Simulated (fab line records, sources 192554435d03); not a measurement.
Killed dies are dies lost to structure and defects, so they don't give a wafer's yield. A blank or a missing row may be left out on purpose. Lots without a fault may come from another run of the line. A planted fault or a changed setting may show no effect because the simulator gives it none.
fab line records | flow n5_finfet
record lots=7 wafers=20 last_day=18
route steps=1938 shown BEOL_M13@1675
lots that met no fault: from a run of the same line without faults
start_h: hours from the record's first day to the start of the lot's first wafer shown | wait_h: hours since the lot's step before | " the same as in the row above | L1.1+2: a row that stands for several wafers | - no value, or no start given | * or withheld: withheld | < > ~ a bound
route shown NAME@n: a module of which the file shows steps, and the number in the route of the first | usual: mean/standard deviation of fault-free wafers | same: alike in all rows | chamber/n: place in a boat | sites: the reading at each site | _std_site: their standard deviation | _edge_site: outer sites' mean less inner sites' | radius_mm: how far each site lies from the wafer's centre | mask NAME#n: copy n | behind: the tool/chamber that last shaped the wafer | hold: why the lot was held/for how many hours/how that ended | device: the transistor (n, p or np) that didn't switch | end of line: the same wafers' tests at the end of the route | a step without rows: its recipe alone | killed: dies lost to structure and defects at the first sort, not the wafer's yield | map: a wafer's dies, x killed, . not, _ none there
set.NAME: the setting as run; set.NAME@STEP: as run at that earlier step | model.NAME: the simulator's own value behind a step, which no gauge read
lots at some steps of the route; a table a step, a row a wafer
services: from which hour (start_h, from the record's first day; less than 0 if before it) a tool's chamber was out of use, for how many hours, and why
## steps
# step N5_BEOL_M13_STRIP_63
# recipe chemistry=N2/H2 power_w=1000 temp_c=250 h2_frac=0.65 overash_fraction=0.3 pressure_mtorr=1000 n2_flow_sccm=1750 h2_flow_sccm=3250
# usual drypump_motor_current_A=6.0/0.6 heater_power_w=329/14 oes_product_au=0.673/0.0046 strip_time_to_endpoint_s=27.7/1.3
# columns lot.wafer tool chamber start_h wait_h drypump_motor_current_A heater_power_w oes_product_au rf_hours_counter_h strip_time_to_endpoint_s
L609.1 plasma_asher-02 0 321.53 - 5.1 326 0.673 77 28.5
L609.2 " 1 " " 6.5 313 0.676 77 30.0
L611.3 plasma_asher-01 1 328.99 - 6.1 326 0.678 - 30.7
L611.4 " 0 " " 6.4 336 0.676 - 29.0
L611.6 " 1 " " 6.1 333 0.678 - 28.7
L610.1 plasma_asher-02 0 331.68 - 5.1 336 0.678 79 26.0
L610.2 " 1 " " 6.6 315 0.671 79 27.7
L610.6 " 0 " " 5.1 338 0.663 - 24.3
L612.1 plasma_asher-02 1 344.08 - 6.5 307 0.678 81 29.0
L612.3 " 1 " " 6.5 305 0.679 - 29.8
L612.4 " 0 " " 5.1 340 0.668 - 26.0
L613.1 plasma_asher-01 0 350.23 - 6.4 342 0.676 160 29.7
L613.2 " 1 " " 6.1 333 0.672 160 27.0
L613.3 " 1 " " 6.1 328 0.663 - 28.8
L616.2 plasma_asher-01 1 374.79 - 6.1 329 0.673 165 28.6
L616.3 " 0 " " 6.4 342 0.673 - 29.3
L616.6 " 0 " " 6.4 349 0.669 - 26.9
L620.1 plasma_asher-02 0 399.42 - 5.1 336 0.675 92 30.3
L620.3 " 1 " " 6.5 316 0.676 - 27.3
L620.6 " 1 " " 6.5 315 0.672 - 27.9
# step N5_BEOL_M13_STRIP_64
# recipe chemistry=N2/H2 power_w=1000 temp_c=250 h2_frac=0.65 overash_fraction=0.3 pressure_mtorr=withheld n2_flow_sccm=1750 h2_flow_sccm=3250
# usual drypump_motor_current_A=6.0/0.6 heater_power_w=328/14 oes_product_au=0.715/0.0044 strip_time_to_endpoint_s=31.33/0.072
# columns lot.wafer tool chamber start_h wait_h drypump_motor_current_A heater_power_w oes_product_au rf_hours_counter_h strip_time_to_endpoint_s
L609.1 plasma_asher-02 0 321.59 0.0 5.0 337 0.718 77 31.40
L609.2 " 1 " " 6.5 306 0.711 77 31.41
L611.3 plasma_asher-01 1 329.05 0.0 6.1 332 0.716 - 31.39
L611.4 " 0 " " 6.4 349 0.714 - 31.41
L611.6 " 1 " " 6.1 324 0.717 - 31.41
L610.1 plasma_asher-02 0 331.74 0.0 5.1 344 0.714 80 31.29
L610.2 " 1 " " 6.5 310 0.708 80 31.28
L610.6 " 0 " " 5.1 339 0.713 - 31.32
L612.1 plasma_asher-02 1 344.14 0.0 6.5 309 0.710 81 31.27
L612.3 " 1 " " 6.5 305 0.720 - 31.29
L612.4 " 0 " " 5.1 336 0.716 - 31.26
L613.1 plasma_asher-01 0 350.29 0.0 6.4 343 0.717 160 31.39
L613.2 " 1 " " 6.1 328 0.710 160 31.40
L613.3 " 1 " " 6.1 323 0.711 - 31.35
L616.2 plasma_asher-01 1 374.85 0.0 6.1 324 0.714 165 31.34
L616.3 " 0 " " 6.4 347 0.715 - 31.33
L616.6 " 0 " " 6.4 343 0.714 - 31.31
L620.1 plasma_asher-02 0 399.48 0.0 5.1 334 0.716 92 31.22
L620.3 " 1 " " 6.5 311 0.723 - 31.25
L620.6 " 1 " " 6.5 315 0.717 - 31.32
# step N5_BEOL_M13_STRIP_71
# recipe chemistry=post_etch_residue_remover time_s=60 temp_c=25 remover_ph=withheld remover_water_wt_pct=withheld remover_fluoride_wt_pct=withheld
# step N5_BEOL_M13_SRD_72
# recipe time_s=30 temp_c=23 rinse_liquid=diw dry=n2_spin spin_rpm=1500 dry_time_s=30
# step N5_BEOL_M13_CD_MEAS_17
# recipe target_cd_nm=190 polarity=opening
# usual cd_nm=191.8/2.1
# columns lot.wafer tool chamber start_h wait_h cd_nm
L609.1 cd_sem-01 - 321.74 0.0 189.1
L609.2 " - " " 191.8
L611.3 cd_sem-02 - 329.18 0.0 195.3
L611.4 " - " " 190.9
L611.6 " - " " 190.6
L610.1 cd_sem-02 - 331.89 0.0 190.3
L610.2 " - " " 193.3
L610.6 " - " " 191.5
L612.1 cd_sem-01 - 344.28 0.0 191.4
L612.3 " - " " 193.4
L612.4 " - " " 192.1
L613.1 cd_sem-03 - 350.44 0.0 188.1
L613.2 " - " " 190.2
L613.3 " - " " 191.8
L616.2 cd_sem-01 - 374.99 0.0 190.1
L616.3 " - " " 189.4
L616.6 " - " " 190.5
L620.1 cd_sem-03 - 399.62 0.0 191.5
L620.3 " - " " 194.6
L620.6 " - " " 191.8
# step N5_BEOL_M13_COAT_65
# recipe resist=SOC temp_c=250 time_s=60 spin_rpm=1500 resist_thk_nm=350
# step N5_BEOL_M13_COAT_66
# recipe resist=SiARC temp_c=220 time_s=60 spin_rpm=1500 resist_thk_nm=110
# step N5_BEOL_M13_COAT_22
# recipe spin_rpm=2888 resist_thk_nm=300
# step N5_BEOL_M13_EBR_24
# recipe solvent=PGMEA ebr_width_mm=1.5
# step N5_BEOL_M13_SOFTBAKE_23
# recipe temp_c=130 time_s=60
# step N5_BEOL_M13_EXPOSE_25
# recipe mask_id=M13 na=0.93 source_shape=conventional sigma_outer=0.4 polarization=unpolarized target_cd_nm=210 dose_mj=22
# step N5_BEOL_M13_PEB_26
# recipe peb_temp_c=130 peb_time_s=90
# step N5_BEOL_M13_DEVELOP_27
# recipe develop_time_s=45 rinse_liquid=diw dry=air_spin dev_temp_c=21
# usual chill_plate_temp_C=22.97/0.11 develop_time_s=45/0
# columns lot.wafer tool chamber start_h wait_h chill_plate_temp_C develop_time_s model.coat_of_BEOL_M13_COAT_22.thk_nm
L609.1 litho_track-02 0 321.96 - 22.98 45 288
L609.2 " 0 " " 22.91 45 289
L611.3 litho_track-04 0 329.40 - 23.06 45 288
L611.4 " 0 " " 22.92 45 288.6
L611.6 " 0 " " 22.92 45 288.4
L610.1 litho_track-04 - 332.23 - - - 300
L610.2 " - " " - - 300.8
L610.6 " - " " - - 300.4
L612.1 litho_track-02 - 344.50 - - - 300.2
L612.3 " - " " - - 301
L612.4 " - " " - - 301.2
L613.1 litho_track-02 - 350.66 - - - 300.6
L613.2 " - " " - - 300.4
L613.3 " - " " - - 300
L616.2 litho_track-02 0 375.36 - 22.98 45 287.2
L616.3 " 0 " " 22.89 45 288.4
L616.6 " 0 " " 22.85 45 287.8
L620.1 litho_track-02 0 399.96 - 23.06 45 287.2
L620.3 " 0 " " 22.95 45 287
L620.6 " 0 " " 23.22 45 287
# step N5_BEOL_M13_HARDBAKE_32
# recipe temp_c=130 time_s=120
## services
# columns tool chamber start_h hours kind
plasma_asher-02 - 333.04 2.8 pm
## key
first_sign step=N5_BEOL_M13_DEVELOP_27 reading=tool_record direction=missing
effect none on later readings
model_effect step=N5_BEOL_M13_DEVELOP_27 value=coat_of_BEOL_M13_COAT_22.thk_nm without=287.3 struck=300.5
met_at N5_BEOL_M13_DEVELOP_27
struck_wafers L610.1,L610.2,L610.6,L612.1,L612.3,L612.4,L613.1,L613.2,L613.3
later_rows_left_out L610.1,L610.2,L610.6,L612.1,L612.3,L612.4,L613.1,L613.2,L613.3
sort_left_out L610.1,L610.2,L610.6,L612.1,L612.3,L612.4,L613.1,L613.2,L613.3
onset_between 329.40 332.23
fault kind=skipped_step_whole tool=litho_track-02,litho_track-04 chamber=- onset_h=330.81 steps=N5_BEOL_M13_DEVELOP_27 scope=struck_lots_only
# sort_left_out: the simulated sort isn't trusted on such a fault, so these wafers' sort isn't shown, and their yield isn't known
# later_rows_left_out: the simulator's readings of these wafers behind a module that went badly wrong aren't trusted and aren't shown, but for the sort
